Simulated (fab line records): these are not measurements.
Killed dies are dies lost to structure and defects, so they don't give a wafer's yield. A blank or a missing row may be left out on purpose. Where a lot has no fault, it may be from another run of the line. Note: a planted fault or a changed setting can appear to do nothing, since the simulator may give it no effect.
fab line records ; flow nand_harc
record lots=5; wafers=15; last_day=30
route steps=1302 shown A_CHANNEL_HOLE_D2@579 A_CHANNEL_FILL_D2@610 END@1302
lots that met no fault: from a run of the same line without faults
start_h: the number of hours between the record's first day and the start of the first shown wafer of the lot ; wait_h: hours elapsed since this lot's preceding step ; " as in the row above ; L1.1+2: several wafers, shown together as one row ; - either no value or no given start ; * or withheld: withheld ; < > ~ a bound
route shown NAME@n: a module of which the file shows steps, and the number in the route of the first ; usual: mean/standard deviation of fault-free wafers ; same: alike in all rows ; chamber/n: place in a boat ; sites: readings site by site ; _std_site: standard deviation of those values ; _edge_site: the outer-site mean with the inner-site mean subtracted ; radius_mm: for every site, how far away it sits from the centre of the wafer ; mask NAME#n: copy n ; behind: the tool/chamber that last shaped the wafer ; hold: why the lot was held/for how many hours/how that ended ; device: whichever transistor did not switch (one of n, p or np) ; end of line: the route-end tests of the same wafers ; a step with no rows: only its recipe ; killed: at the first sort, the dies lost to defects and structure; wafer yield is something else ; map: the dies of a wafer, with x for killed, . for not killed, _ for no die there
set.NAME: the setting the step ran with; set.NAME@STEP: the setting that earlier step ran with ; model.NAME: the simulator's own value behind a step, which no gauge read
lots at some steps of the route; a table a step, a row a wafer
services: a tool's chamber out of use, with start hour (start_h, from the record's first day; less than 0 if before it), hours out, and reason
## steps
# step NHARC_A_CHANNEL_HOLE_D2_EXPOSE_07
# recipe na=1.35; target_cd_nm=100; sigma_outer=0.3; dose_mj=59.65; mask_id=HOLE_D2
# step NHARC_A_CHANNEL_HOLE_D2_PEB_08
# recipe peb_temp_c=100; peb_time_s=65
# step NHARC_A_CHANNEL_HOLE_D2_DEVELOP_09
# recipe develop_time_s=35; dev_temp_c=23
# step NHARC_A_CHANNEL_HOLE_D2_DESCUM_15
# recipe time_s=3; o2_flow_sccm=200; ar_flow_sccm=0; bias_power_w=0; chemistry=O2
# step NHARC_A_CHANNEL_HOLE_D2_ETCH_38
# recipe target_depth_a=390; over_etch_frac=0.3; time_s=65; ion_energy_ev=80; cf4_flow_sccm=150; ar_flow_sccm=0; rf_w=300; bias_w=100; chemistry=CF4
# step NHARC_A_CHANNEL_HOLE_D2_ETCH_39
# recipe target_depth_a=2600; over_etch_frac=0.3; time_s=325; ion_energy_ev=200; n2_flow_sccm=150; h2_flow_sccm=150; ar_flow_sccm=0; rf_w=400; bias_w=150; chemistry=N2/H2
# step NHARC_A_CHANNEL_HOLE_D2_ETCH_34
# recipe target_depth_a=1540; time_s=77; cf4_flow_sccm=100; chf3_flow_sccm=30; ar_flow_sccm=0; rf_w=500; bias_w=200; chemistry=CF4/CHF3
# step NHARC_A_CHANNEL_HOLE_D2_ETCH_16
# recipe target_depth_a=31000; over_etch_frac=0.3; time_s=806; ion_energy_ev=150; o2_flow_sccm=400; cos_flow_sccm=20; ar_flow_sccm=0; rf_w=500; bias_w=300; chemistry=O2/COS
# step NHARC_A_CHANNEL_HOLE_D2_ETCH_19
# recipe bias_v=1200; source_w=2500; pressure_mtorr=15; time_s=34.5; ar_flow_sccm=375; c4f8_flow_sccm=28.8; o2_flow_sccm=96.2; temp_c=-20; target_depth_a=*; chemistry=C4F8/O2/Ar
# usual drypump_motor_current_A=5.62/0.14; showerhead_plenum_p_Torr=3.67/0.083; throttle_valve_pct=37.038/0.0087
lot.wafer;tool;chamber;start_h;wait_h;drypump_motor_current_A;rf_hours_counter_h;showerhead_plenum_p_Torr;throttle_valve_pct
L195.1;har_etch-02;1;309.35;0.1;5.78;379;3.76;37.045
L195.3;har_etch-02;0;309.35;0.1;5.60;-;3.71;37.049
L195.4;har_etch-02;1;309.35;0.1;5.79;-;3.76;37.055
L207.4;har_etch-02;1;434.47;0.1;5.77;-;3.73;37.034
L207.6;har_etch-02;0;434.47;0.1;5.60;-;3.68;37.051
L207.5;har_etch-02;1;434.47;0.1;5.76;-;3.73;37.031
L209.3;har_etch-02;0;438.61;2.4;5.61;-;3.68;37.039
L209.4;har_etch-02;1;438.61;2.4;5.75;-;3.73;37.045
L209.6;har_etch-02;1;438.61;2.4;5.77;-;3.73;37.051
L208.4;har_etch-02;1;451.80;0.1;5.76;-;3.72;37.037
L208.5;har_etch-02;1;451.80;0.1;5.75;-;3.72;37.033
L208.6;har_etch-02;0;451.80;0.1;5.58;-;3.67;37.033
L210.1;har_etch-02;1;460.09;4.0;5.78;39;3.72;37.036
L210.4;har_etch-02;1;460.09;4.0;5.79;-;3.72;37.027
L210.3;har_etch-02;0;460.09;4.0;5.56;-;3.67;37.029
# step NHARC_A_CHANNEL_HOLE_D2_ETCH_20
# recipe bias_v=3000; source_w=withheld; pressure_mtorr=20; time_s=361.9; ar_flow_sccm=375; c4f8_flow_sccm=89.3; o2_flow_sccm=35.7; temp_c=-20; target_depth_a=16000; chemistry=C4F8/O2/Ar
# step NHARC_A_CHANNEL_HOLE_D2_ETCH_21
# recipe bias_v=3000; source_w=withheld; pressure_mtorr=20; time_s=514.3; ar_flow_sccm=375; c4f8_flow_sccm=89.3; o2_flow_sccm=35.7; temp_c=-20; target_depth_a=16000; chemistry=C4F8/O2/Ar
# step NHARC_A_CHANNEL_HOLE_D2_ETCH_22
# recipe bias_v=3000; source_w=withheld; pressure_mtorr=20; time_s=666.7; ar_flow_sccm=375; c4f8_flow_sccm=89.3; o2_flow_sccm=35.7; temp_c=-20; target_depth_a=16000; chemistry=C4F8/O2/Ar
# step NHARC_A_CHANNEL_HOLE_D2_ETCH_23
# recipe bias_v=5000; source_w=withheld; pressure_mtorr=20; time_s=819; ar_flow_sccm=375; c4f8_flow_sccm=89.3; o2_flow_sccm=35.7; temp_c=-20; target_depth_a=16000; chemistry=C4F8/O2/Ar
# step NHARC_A_CHANNEL_HOLE_D2_ETCH_24
# recipe bias_v=5000; source_w=withheld; pressure_mtorr=20; time_s=906.2; ar_flow_sccm=375; c4f8_flow_sccm=93.8; o2_flow_sccm=31.2; temp_c=-20; target_depth_a=15000; chemistry=C4F8/O2/Ar
# step NHARC_A_CHANNEL_HOLE_D2_ETCH_25
# recipe bias_v=5000; source_w=withheld; pressure_mtorr=20; time_s=1040.2; ar_flow_sccm=375; c4f8_flow_sccm=93.8; o2_flow_sccm=31.2; temp_c=-20; target_depth_a=15000; chemistry=C4F8/O2/Ar
# step NHARC_A_CHANNEL_HOLE_D2_ETCH_26
# recipe bias_v=300; source_w=2000; pressure_mtorr=30; time_s=224.1; ar_flow_sccm=375; c4f8_flow_sccm=11.4; o2_flow_sccm=113.6; temp_c=-20; target_depth_a=3000; chemistry=C4F8/O2/Ar
# step NHARC_A_CHANNEL_HOLE_D2_ETCH_27
# recipe bias_v=400; source_w=2000; pressure_mtorr=25; time_s=90; ar_flow_sccm=375; c4f8_flow_sccm=41.7; o2_flow_sccm=83.3; temp_c=-20; target_depth_a=4000; chemistry=C4F8/O2/Ar
# step NHARC_A_CHANNEL_HOLE_D2_STRIP_41
# recipe n2_flow_sccm=150; h2_flow_sccm=150; ar_flow_sccm=0; bias_w=0; chemistry=N2/H2
# step NHARC_A_CHANNEL_HOLE_D2_STRIP_42
# recipe cf4_flow_sccm=100; chf3_flow_sccm=30; ar_flow_sccm=0; bias_w=0; chemistry=CF4/CHF3
# step NHARC_A_CHANNEL_HOLE_D2_STRIP_43
# recipe o2_flow_sccm=400; cos_flow_sccm=20; ar_flow_sccm=0; bias_w=0; chemistry=O2/COS
# step NHARC_A_CHANNEL_HOLE_D2_ETCH_44
# recipe target_depth_a=1400; overetch_a=140; time_s=77; ion_energy_ev=100; cf4_flow_sccm=80; o2_flow_sccm=20; ar_flow_sccm=0; rf_w=300; bias_w=100; chemistry=CF4/O2
# step NHARC_A_CHANNEL_HOLE_D2_STRIP_28
# recipe o2_flow_sccm=500; ar_flow_sccm=0; bias_w=0; chemistry=O2
# step NHARC_A_CHANNEL_HOLE_D2_PRECLEAN_29
# recipe time_s=*; temp_c=50; bath_age_min=0; chemistry=SC1
# step NHARC_A_CHANNEL_HOLE_D2_SRD_30
# step NHARC_A_CHANNEL_HOLE_D2_XSEM_32
# recipe landing_energy_ev=35000
# step NHARC_A_CHANNEL_HOLE_D2_INSPECT_40
# usual raw_defect_count=283/100
lot.wafer;tool;chamber;start_h;wait_h;raw_defect_count
L195.1;defect_inspect-02;-;315.05;-;312
L195.3;defect_inspect-02;-;315.05;-;233
L195.4;defect_inspect-02;-;315.05;-;273
L207.4;defect_inspect-02;-;440.26;-;219
L207.5;defect_inspect-02;-;440.26;-;151
L207.6;defect_inspect-02;-;440.26;-;231
L209.3;defect_inspect-02;-;444.29;-;669
L209.4;defect_inspect-02;-;444.29;-;641
L209.6;defect_inspect-02;-;444.29;-;600
L208.4;defect_inspect-01;-;457.61;-;622
L208.5;defect_inspect-01;-;457.61;-;585
L208.6;defect_inspect-01;-;457.61;-;643
L210.1;defect_inspect-01;-;465.83;-;786
L210.3;defect_inspect-01;-;465.83;-;671
L210.4;defect_inspect-01;-;465.83;-;768
# step NHARC_A_CHANNEL_FILL_D2_PRECLEAN_00
# recipe time_s=*; temp_c=50; bath_age_min=0; chemistry=SC1
# step NHARC_END_SORT_01
# recipe temp_c=25
# usual killed_at_array=58/15; killed_at_other=0.8/1.2; killed_at_periphery=3.5/2.5; killed_dies=62/15; killed_open=3.2/1.7; killed_short=2.4/1.5
# same gross_dies=677
lot.wafer;tool;chamber;start_h;wait_h;killed_at_array;killed_at_other;killed_at_periphery;killed_dies;killed_open;killed_short
L209.3;prober-01;0;709.57;3.1;100;2;4;106;5;6
L209.4;prober-01;0;710.36;3.4;124;0;2;126;4;2
L209.6;prober-01;0;711.94;4.0;116;1;2;119;1;3
L207.4;prober-02;0;710.46;3.4;28;0;7;35;2;4
L207.5;prober-02;0;711.26;3.7;30;0;5;35;3;6
L207.6;prober-02;0;712.06;4.0;27;0;3;30;2;1
L210.1;prober-02;0;723.47;2.5;135;0;1;136;0;3
L210.3;prober-02;0;725.09;3.1;103;2;3;108;4;3
L210.4;prober-02;0;725.90;3.4;123;0;4;127;0;4
L208.4;prober-01;0;725.88;3.4;109;0;1;110;2;4
L208.5;prober-01;0;726.69;3.7;107;1;7;115;6;2
L208.6;prober-01;0;727.49;4.0;112;1;0;113;2;2
# killed by level:class
L209.3 A_CHANNEL_HOLE_D2:unspecified=59 A_SLIT:chamber_film_flake=21 A_SGD_CUT:chamber_film_flake=3 A_WL_FILL:geometric_particle:short=2 P_GATE:chamber_film_flake=2 A_CHANNEL_HOLE_D1:chamber_film_flake=2 THIN_TSV:chamber_film_flake=2 P_STI:geometric_particle:short=1
L209.4 A_CHANNEL_HOLE_D2:unspecified=74 A_SLIT:chamber_film_flake=28 A_CHANNEL_HOLE_D1:chamber_film_flake=7 A_SGD_CUT:chamber_film_flake=3 A_CHANNEL_FILL_D2:chamber_film_flake=3 A_STAIRCASE:chamber_film_flake=3 A_DECK1_JOINT:geometric_particle:open=2 P_GATE:geometric_particle:short=1
L207.4 A_CONTACT:chamber_film_flake=5 A_CHANNEL_HOLE_D1:chamber_film_flake=4 A_SLIT:chamber_film_flake=4 P_GATE:chamber_film_flake=3 A_CHANNEL_FILL_D2:chamber_film_flake=3 A_DECK1_JOINT:geometric_particle:short=2 A_CHANNEL_FILL_D1:chamber_film_flake=2 A_CHANNEL_HOLE_D2:chamber_film_flake=2
L207.5 A_CHANNEL_HOLE_D1:chamber_film_flake=7 A_SLIT:chamber_film_flake=4 A_CHANNEL_FILL_D2:geometric_particle:short=3 A_CHANNEL_FILL_D1:chamber_film_flake=3 A_DECK1_JOINT:chamber_film_flake=3 A_CONTACT:chamber_film_flake=3 P_GATE:chamber_film_flake=2 P_M0:geometric_particle:open=1
L209.6 A_CHANNEL_HOLE_D2:unspecified=75 A_SLIT:chamber_film_flake=12 A_CHANNEL_HOLE_D1:chamber_film_flake=10 A_SGD_CUT:chamber_film_flake=8 A_STAIRCASE:chamber_film_flake=4 A_CONTACT:chamber_film_flake=2 A_ONON_D2:geometric_particle:short=1 A_ONON_D2:geometric_particle:open=1
L207.6 A_CHANNEL_HOLE_D1:chamber_film_flake=9 A_CONTACT:chamber_film_flake=6 A_SLIT:chamber_film_flake=4 A_WL_FILL:chamber_film_flake=3 A_CHANNEL_FILL_D2:geometric_particle:open=2 A_DECK1_JOINT:geometric_particle:short=1 P_STI:chamber_film_flake=1 P_GATE:chamber_film_flake=1
L210.1 A_CHANNEL_HOLE_D2:unspecified=70 A_SLIT:chamber_film_flake=41 A_CHANNEL_HOLE_D1:chamber_film_flake=13 A_SGD_CUT:chamber_film_flake=3 A_WL_FILL:chamber_film_flake=2 A_BONDPAD:chamber_film_flake=2 A_CHANNEL_HOLE_D1:geometric_particle:short=1 A_CHANNEL_FILL_D1:geometric_particle:short=1
L210.3 A_CHANNEL_HOLE_D2:unspecified=72 A_SLIT:chamber_film_flake=10 A_CHANNEL_HOLE_D1:chamber_film_flake=6 A_STAIRCASE:chamber_film_flake=3 A_ONON_D1:geometric_particle:open=2 A_CHANNEL_FILL_D2:chamber_film_flake=2 A_BONDPAD:chamber_film_flake=2 THIN_TSV:chamber_film_flake=2
L208.4 A_CHANNEL_HOLE_D2:unspecified=84 A_STAIRCASE:chamber_film_flake=6 A_CONTACT:chamber_film_flake=6 A_CHANNEL_HOLE_D1:chamber_film_flake=4 A_ONON_D1:geometric_particle:short=3 A_BLC:geometric_particle:open=2 A_BONDPAD:chamber_film_flake=2 A_DECK1_JOINT:geometric_particle:short=1
L210.4 A_CHANNEL_HOLE_D2:unspecified=72 A_SLIT:chamber_film_flake=36 A_CHANNEL_HOLE_D1:chamber_film_flake=9 P_CONTACT:geometric_particle:short=1 P_M0:geometric_particle:short=1 A_DECK1_JOINT:geometric_particle:short=1 A_CHANNEL_FILL_D2:geometric_particle:short=1 P_STI:chamber_film_flake=1
L208.5 A_CHANNEL_HOLE_D2:unspecified=76 A_CONTACT:chamber_film_flake=7 A_CHANNEL_HOLE_D1:chamber_film_flake=5 A_STAIRCASE:chamber_film_flake=5 A_SLIT:chamber_film_flake=4 A_BONDPAD:chamber_film_flake=4 P_GATE:chamber_film_flake=3 P_GATE:geometric_particle:open=2
L208.6 A_CHANNEL_HOLE_D2:unspecified=71 A_STAIRCASE:chamber_film_flake=12 A_BONDPAD:chamber_film_flake=9 A_CHANNEL_HOLE_D1:chamber_film_flake=6 A_CONTACT:chamber_film_flake=5 A_SLIT:chamber_film_flake=3 A_CHANNEL_HOLE_D1:geometric_particle:open=1 A_SGD_CUT:geometric_particle:short=1
# map L208.5 (x killed, . not)
____________.____________
_________......._________
_______..........x_______
______.............______
_____..............._____
____.....x...........____
____....xx..........x____
___............x......___
___..........x...x.xx.___
__.x...x....x..........__
__............x.x.....x__
_.............xxx...x..._
_..........xx.x.x......._
_....x.................._
_..................x...._
_....x.................._
.........................
.........................
.x.............x.........
.x.......................
.........................
_.x.....x.x............._
_.......xx.x............_
_.......x.xx............_
_.......xxxxx..........._
_.....xxxxxxxx.........._
__....xxxxxxx.x........__
__...xxxxxxxx.x........__
___...xxxxxxxx........___
___..xxxxxxxxx........___
____..xxxxxxxxx......____
____..xxxxxxx........____
_____..xxxxx........_____
______...xx........______
_______xx...xx...._______
_________.xx...._________
____________.____________
# map L209.4 (x killed, . not)
____________.____________
_________......._________
_______x.........._______
______.............______
_____.......x......._____
____.................____
____..........x......____
___...................___
___.........x.........___
__..........xxx........__
__.....x...xx.xxxx.....__
_..........xxxxx........_
_.........x.xxx..x......_
_........x.xxxxxx......._
_...........xx.xx......._
_....x.....x.x.........._
............x............
.........................
.........................
......x......xx..........
.....x...................
_...x..x................_
_.......x.xx............_
_......xxxxx............_
_......xxxxxxxx........._
_......xxxxx............_
__.....xxxxxxx.........__
__....xxxxxxxx.........__
___...xxxxxxxx........___
___....xxxxxxx...x....___
____..xxxxxxx.x......____
____x.xxxxxxx........____
_____.x.xx..x......._____
______.x.xxxx......______
_______.x..x.x...._______
_________......._________
____________x____________
## services
tool;chamber;start_h;hours;kind
har_etch-02;-;377.00;17.0;pm
har_etch-02;0;377.00;17.0;vent_cycle
har_etch-02;1;377.00;17.0;vent_cycle
har_etch-02;0;394.00;-;clean
har_etch-02;0;394.00;-;consumable_replace:focus_ring
har_etch-02;1;394.00;-;clean
har_etch-02;1;394.00;-;consumable_replace:esc
har_etch-02;1;394.00;-;consumable_replace:focus_ring
## key
first_sign step=NHARC_A_CHANNEL_HOLE_D2_INSPECT_40; reading=raw_defect_count; direction=up; sigmas=3.7; usual=283; struck=665
effect step=NHARC_END_SORT_01; reading=killed_dies; direction=up; sigmas=3.7; usual=62; struck=118
more_kills_born_at NHARC_A_CHANNEL_HOLE_D2_ETCH_19@har_etch-02=578
met_at NHARC_A_CHANNEL_HOLE_D2_ETCH_19
struck_wafers L208.4,L208.5,L208.6,L209.3,L209.4,L209.6,L210.1,L210.3,L210.4
tester_left_out L208,L209,L210
onset_between 434.47 438.61
also_fits time
fault kind=chamber_particle_source; tool=har_etch-02; chamber=-; onset_h=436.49; steps=NHARC_A_CHANNEL_HOLE_D2_ETCH_19; rate_per_visit_cm2=0.63233; end_h=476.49
# tester_left_out: of these lots the tester's yield and bins aren't shown, on N5 and GAA mostly nor the transistor test; their killed dies are dies lost to structure and defects alone, not to doping, threshold or leakage, so they don't give the yield
